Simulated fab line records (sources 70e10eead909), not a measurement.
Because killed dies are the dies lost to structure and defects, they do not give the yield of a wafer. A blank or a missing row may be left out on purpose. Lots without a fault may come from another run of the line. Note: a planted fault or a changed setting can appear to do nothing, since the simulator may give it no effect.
Which of the tools did it?	flow nandHarc	23 lots, 69 wafers sampled, at 5 steps of a route of 1302

== WHAT EACH GAUGE READ, for each wafer ==
NHARC_A_M0_THK_MEAS_24: measures by xrf. Usual: thkNm reads 114.0 nm (standard deviation 1.4).
lot	measured	on	thkNm (nm)	flag
L075	day 23 03:45	filmMetro-01	113.4 111.9 115.9	
L074	day 23 06:52	filmMetro-01	115.9 112.4 116.1	
L076	day 24 06:22	filmMetro-02	115.2 115.8 115.6	
L077	day 24 07:46	filmMetro-01	112.5 114.5 115.3	
L078	day 24 12:36	filmMetro-02	114.5 112.5 114.0	
L080	day 24 17:15	filmMetro-01	114.9 113.4 113.7	
L079	day 26 02:25	filmMetro-01	112.0 114.5 112.4	
L084	day 26 09:53	filmMetro-02	114.5 113.9 112.8	
L081	day 26 17:52	filmMetro-02	114.1 113.8 116.0	
L082	day 26 19:49	filmMetro-02	113.9 114.4 113.7	
L083	day 27 00:18	filmMetro-02	116.0 113.7 115.9	
L086	day 27 16:51	filmMetro-01	115.5 113.4 114.4	
L085	day 27 22:20	filmMetro-02	115.0 112.5 114.8	
L088	day 28 11:32	filmMetro-02	112.5 112.5 112.6	
L087	day 28 13:39	filmMetro-01	113.7 113.7 113.1	
L089	day 29 07:35	filmMetro-01	114.0 112.8 116.0	
L091	day 29 15:47	filmMetro-02	114.6 113.6 112.5	
L092	day 29 17:48	filmMetro-01	116.9 113.6 113.3	
L090	day 29 19:28	filmMetro-01	111.7 114.3 115.5	
L093	day 30 09:37	filmMetro-01	113.9 114.2 114.0	
L094	day 31 15:10	filmMetro-02	113.7 112.3 111.3	
L096	day 31 21:24	filmMetro-01	114.0 113.5 113.9	
L097	day 33 00:15	filmMetro-02	111.3 116.2 115.6	

NHARC_A_BONDPAD_OVL_MEAS_35. Usual: overlayXNm -1 nm, standard deviation 6.6; overlayYNm -2 nm, standard deviation 5.1.
lot	measured	on	overlayXNm (nm)	overlayYNm (nm)	flag
L075	day 23 10:07	overlay-01	-18 -18 -18	-7 -7 -6	
L074	day 23 13:09	overlay-01	-5 -6 -5	-3 -3 -3	
L076	day 24 12:47	overlay-02	1 1 1	-6 -6 -6	
L077	day 24 14:11	overlay-02	6 6 6	1 1 1	
L078	day 24 19:01	overlay-02	-2 -3 -2	-1 -1 -1	
L080	day 24 23:28	overlay-02	-13 -13 -13	4 4 4	
L079	day 26 08:49	overlay-02	6 6 6	-11 -11 -11	
L084	day 26 16:05	overlay-02	4 5 4	-6 -6 -6	
L081	day 27 00:17	overlay-02	-1 -1 0	-1 -2 -2	
L082	day 27 02:09	overlay-02	-6 -6 -7	-7 -8 -7	
L083	day 27 06:40	overlay-02	-10 -9 -9	-3 -2 -3	
L086	day 27 23:15	overlay-01	-7 -7 -7	1 1 1	
L085	day 28 04:32	overlay-02	9 9 8	10 9 9	
L088	day 28 18:11	overlay-02	-5 -5 -5	-6 -5 -5	
L087	day 28 20:03	overlay-02	-1 -1 -1	2 1 2	
L089	day 29 14:02	overlay-02	-1 -1 -1	3 3 3	
L091	day 29 22:02	overlay-02	-5 -5 -5	0 0 0	
L092	day 30 01:43	overlay-02	2 2 3	-14 -14 -14	
L090	day 30 02:02	overlay-01	7 7 7	3 3 3	
L093	day 30 15:51	overlay-01	3 3 4	-4 -4 -4	
L094	day 31 21:27	overlay-02	2 2 3	-5 -5 -5	
L096	day 32 03:43	overlay-02	2 2 2	0 0 0	
L097	day 33 06:23	overlay-02	5 5 5	1 1 1	

== TOOL THAT RAN EACH LOT (tool first, then ch and the chambers of the sampled wafers, then the start) ==
lot	NHARC_A_M0_DESCUM_14	NHARC_A_M1_ETCH_35	NHARC_A_BONDPAD_DEP_00
L075	rieDiel-01 ch 1,2, day 23 01:26	rieDiel-12 ch 2,3, day 23 05:34	pecvd-01 ch 1,2, day 23 08:48
L074	rieDiel-07 ch 1,2, day 23 04:33	rieDiel-08 ch 0,1, day 23 08:43	pecvd-04 ch 0,2, day 23 11:56
L076	rieDiel-07 ch 0,1,2, day 24 04:04	rieDiel-12 ch 0,1,3, day 24 08:23	pecvd-04 ch 0,2, day 24 11:37
L077	rieDiel-01 ch 0,1,2, day 24 05:28	rieDiel-08 ch 0,1,2, day 24 09:46	pecvd-01 ch 0,2, day 24 13:04
L078	rieDiel-07 ch 0,1,2, day 24 10:19	rieDiel-12 ch 0,1,3, day 24 14:25	pecvd-04 ch 1,2, day 24 19:01 or earlier
L080	rieDiel-07 ch 0,3, day 24 14:37	rieDiel-12 ch 1,2, day 24 19:04	pecvd-04 ch 0,2, day 24 22:19
L079	rieDiel-01 ch 0,1, day 26 00:05	rieDiel-13 ch 0,2,3, day 26 04:15	pecvd-03 ch 0,1, day 26 07:29
L084	rieDiel-07 ch 0,1,2, day 26 07:35	rieDiel-12 ch 1,2, day 26 11:43	pecvd-03 ch 1,2, day 26 16:05 or earlier
L081	rieDiel-07 ch 0,2, day 26 15:27	rieDiel-12 ch 0,1, day 26 19:41	pecvd-03 ch 1,2, day 26 22:59
L082	rieDiel-07 ch 0,2,3, day 26 17:29	rieDiel-13 ch 1,2, day 26 21:30	pecvd-03 ch 1,2, day 27 00:51
L083	rieDiel-07 ch 0,2, day 26 21:56	rieDiel-13 ch 0,1, day 27 02:09	pecvd-01 ch 0,1,2, day 27 05:21
L086	rieDiel-07 ch 0,1,2, day 27 14:33	rieDiel-12 ch 1,2,3, day 27 18:40	pecvd-03 ch 0,1,2, day 27 23:15 or earlier
L085	rieDiel-07 ch 0,2,3, day 27 20:01	rieDiel-08 ch 0,1,2, day 28 00:10	pecvd-04 ch 0,1,2, day 28 03:22
L088	rieDiel-10 ch 0,1,3, day 28 09:10	rieDiel-13 ch 0,1,2, day 28 13:23	pecvd-01 ch 0,1,2, day 28 16:50
L087	rieDiel-07 ch 1,2,3, day 28 11:22	rieDiel-13 ch 0,1, day 28 15:30	pecvd-04 ch 1,2, day 28 18:43
L089	rieDiel-10 ch 0,2, day 29 05:12	rieDiel-13 ch 1,2,3, day 29 09:25	pecvd-03 ch 0,1, day 29 12:46
L091	rieDiel-01 ch 1,2,3, day 29 13:29	rieDiel-13 ch 0,1,3, day 29 17:31	pecvd-03 ch 1,2, day 29 20:43
L092	rieDiel-01 ch 0,3, day 29 15:25	rieDiel-12 ch 2,3, day 29 19:40	pecvd-03 ch 0,1, day 30 01:43 or earlier
L090	rieDiel-10 ch 0,2, day 29 17:08	rieDiel-13 ch 0,1, day 29 21:16	pecvd-04 ch 0,2, day 30 02:02 or earlier
L093	rieDiel-07 ch 0,1, day 30 07:17	rieDiel-08 ch 1,2, day 30 11:20	pecvd-04 ch 1,2, day 30 14:35
L094	rieDiel-01 ch 0,1,3, day 31 12:51	rieDiel-12 ch 0,1,3, day 31 16:57	pecvd-04 ch 1,2, day 31 21:27 or earlier
L096	rieDiel-07 ch 0,1,3, day 31 19:04	rieDiel-13 ch 1,2,3, day 31 23:13	pecvd-01 ch 0,2, day 32 02:25
L097	rieDiel-07 ch 2,3, day 32 21:52	rieDiel-08 ch 0,2,3, day 33 02:00	pecvd-04 ch 1,2, day 33 06:23 or earlier
- NHARC_A_M0_DESCUM_14: chemistry O2, time 3 s.
- NHARC_A_M1_ETCH_35: etches the open film in N2/H2, target depth 40 nm, overetch 12 nm, time 43.94 s.
- NHARC_A_BONDPAD_DEP_00: deposits SiCN, target thk 250 nm.

== WHAT THE TOOLS THEMSELVES READ (means of the sampled wafers that have a number; where no wafer has one, the mark that the record gives instead) ==
NHARC_A_M0_DESCUM_14. Usual: drypumpMotorCurrentA 5.8 A, standard deviation 0.41; oesProductAu 0.996 a.u., standard deviation 0.0098; rfVppV 57.9 V, standard deviation 0.84; showerheadPlenumPTorr 1.93 Torr, standard deviation 0.07; throttleValvePct 11.311 %, standard deviation 0.0093.
lot	tool	drypumpMotorCurrentA (A)	oesProductAu (a.u.)	rfVppV (V)	showerheadPlenumPTorr (Torr)	throttleValvePct (%)	flag
L075	rieDiel-01	6.1	1.013	58.1	1.94	11.315	
L074	rieDiel-07	5.5	0.998	57.9	2.00	11.315	
L076	rieDiel-07	5.8	1.007	58.2	1.97	11.302	
L077	rieDiel-01	6.0	1.012	58.4	1.89	11.316	
L078	rieDiel-07	5.8	0.997	57.5	1.97	11.307	
L080	rieDiel-07	6.2	0.997	57.3	1.91	11.306	
L079	rieDiel-01	5.7	1.003	58.1	1.81	11.308	
L084	rieDiel-07	5.7	0.993	57.6	1.97	11.300	
L081	rieDiel-07	6.0	0.995	58.3	1.94	11.316	
L082	rieDiel-07	5.9	0.988	58.1	1.93	11.310	
L083	rieDiel-07	5.7	0.996	57.2	1.96	11.310	
L086	rieDiel-07	5.7	0.995	58.6	1.97	11.312	
L085	rieDiel-07	5.9	0.986	57.7	1.93	11.310	
L088	rieDiel-10	5.3	0.985	58.6	1.92	11.307	
L087	rieDiel-07	5.6	0.993	58.1	1.96	11.317	
L089	rieDiel-10	5.3	0.994	58.2	1.90	11.321	
L091	rieDiel-01	6.0	1.006	58.1	1.92	11.312	
L092	rieDiel-01	6.1	0.994	58.0	1.91	11.309	
L090	rieDiel-10	5.3	0.997	59.0	1.96	11.313	
L093	rieDiel-07	5.8	0.988	58.6	1.97	11.313	
L094	rieDiel-01	5.9	1.001	58.2	1.86	11.307	
L096	rieDiel-07	6.0	1.000	56.5	1.94	11.317	
L097	rieDiel-07	5.7	0.992	57.9	1.92	11.305	

NHARC_A_M1_ETCH_35. Usual: drypumpMotorCurrentA is 5.8 A with standard deviation 0.39, h2FlowSccm is 150.0 sccm with standard deviation 0.41, n2FlowSccm is 150.0 sccm with standard deviation 0.37, oesProductAu is 0.997 a.u. with standard deviation 0.009, rfVppV is 430.3 V with standard deviation 2.4, showerheadPlenumPTorr is 2.03 Torr with standard deviation 0.077, and throttleValvePct is 14.171 % with standard deviation 0.0089.
lot	tool	drypumpMotorCurrentA (A)	h2FlowSccm (sccm)	n2FlowSccm (sccm)	oesProductAu (a.u.)	rfVppV (V)	showerheadPlenumPTorr (Torr)	throttleValvePct (%)	flag
L075	rieDiel-12	5.9	149.9	149.7	0.998	429.0	1.99	14.171	
L074	rieDiel-08	5.9	150.4	150.0	1.011	431.1	2.04	14.169	
L076	rieDiel-12	5.6	149.9	150.1	1.001	429.6	2.02	14.169	
L077	rieDiel-08	6.0	150.2	150.1	0.995	428.8	1.99	14.178	
L078	rieDiel-12	5.6	149.7	149.9	1.001	431.0	2.02	14.166	
L080	rieDiel-12	5.2	149.8	150.1	1.011	433.8	2.13	14.172	
L079	rieDiel-13	5.9	149.9	149.9	0.987	429.6	2.02	14.177	
L084	rieDiel-12	5.2	150.6	149.6	1.007	433.0	2.13	14.168	
L081	rieDiel-12	5.3	150.2	150.0	1.007	432.1	2.09	14.171	
L082	rieDiel-13	5.6	149.7	149.8	0.996	428.9	1.96	14.167	
L083	rieDiel-13	5.9	149.8	149.9	0.990	430.1	2.04	14.180	
L086	rieDiel-12	5.6	150.4	150.0	0.998	430.7	2.06	14.165	
L085	rieDiel-08	6.0	150.3	150.0	1.000	428.6	1.99	14.169	
L088	rieDiel-13	5.8	150.3	150.1	0.993	428.9	2.00	14.177	
L087	rieDiel-13	5.8	150.0	150.0	0.997	431.2	2.04	14.174	
L089	rieDiel-13	5.8	149.8	150.1	0.996	429.5	2.02	14.172	
L091	rieDiel-13	5.9	150.1	150.0	1.003	431.6	2.06	14.179	
L092	rieDiel-12	5.6	149.8	150.1	1.000	431.3	2.06	14.171	
L090	rieDiel-13	5.9	150.1	150.0	0.991	429.6	2.04	14.168	
L093	rieDiel-08	6.0	149.9	150.4	0.991	427.6	1.94	14.173	
L094	rieDiel-12	5.6	150.0	149.8	0.984	429.5	2.02	14.170	
L096	rieDiel-13	5.8	150.0	150.4	0.996	429.2	2.02	14.173	
L097	rieDiel-08	6.0	149.9	149.9	1.000	430.2	2.03	14.171	

NHARC_A_BONDPAD_DEP_00. Usual: heaterPowerW 597 W, standard deviation 71; showerheadVppV 1340 V, standard deviation 60; susceptorTempC 369.98 C, standard deviation 0.22.
lot	tool	heaterPowerW (W)	showerheadVppV (V)	susceptorTempC (C)	flag
L075	pecvd-01	530	1296	369.77	
L074	pecvd-04	572	1318	369.82	
L076	pecvd-04	637	1291	369.91	
L077	pecvd-01	584	1353	369.84	
L078	pecvd-04	559	1332	370.36	
L080	pecvd-04	598	1294	370.05	
L079	pecvd-03	623	1411	369.89	
L084	pecvd-03	667	1360	370.24	
L081	pecvd-03	593	1319	370.06	
L082	pecvd-03	630	1325	369.76	
L083	pecvd-01	570	1330	370.01	
L086	pecvd-03	610	1388	370.01	
L085	pecvd-04	594	1322	370.08	
L088	pecvd-01	598	1304	370.12	
L087	pecvd-04	536	1345	370.06	
L089	pecvd-03	621	1440	370.08	
L091	pecvd-03	597	1305	369.92	
L092	pecvd-03	608	1435	370.09	
L090	pecvd-04	617	1297	370.13	
L093	pecvd-04	499	1330	370.06	
L094	pecvd-04	549	1329	369.84	
L096	pecvd-01	604	1333	369.86	
L097	pecvd-04	569	1337	369.79	

== THE ANSWER, worked out from the rows above alone ==
Rule: lot off if the mean of its wafers having a number is beyond 3 standard deviations from the usual mean. A lot without any number at a reading at which 4 lots or more have one is off too. All remaining lots with rows at the step are treated as sound. After the gauges, taken in route order, come the tools' own readings; for these a lot's mean is taken, as printed above. At the first step where some lot is off, the reading lying furthest off is the one used; lots without a number count as furthest.
Nothing can be told from this: no lot is off at any reading shown.

== WHAT THE SIMULATOR HAD INSERTED ==
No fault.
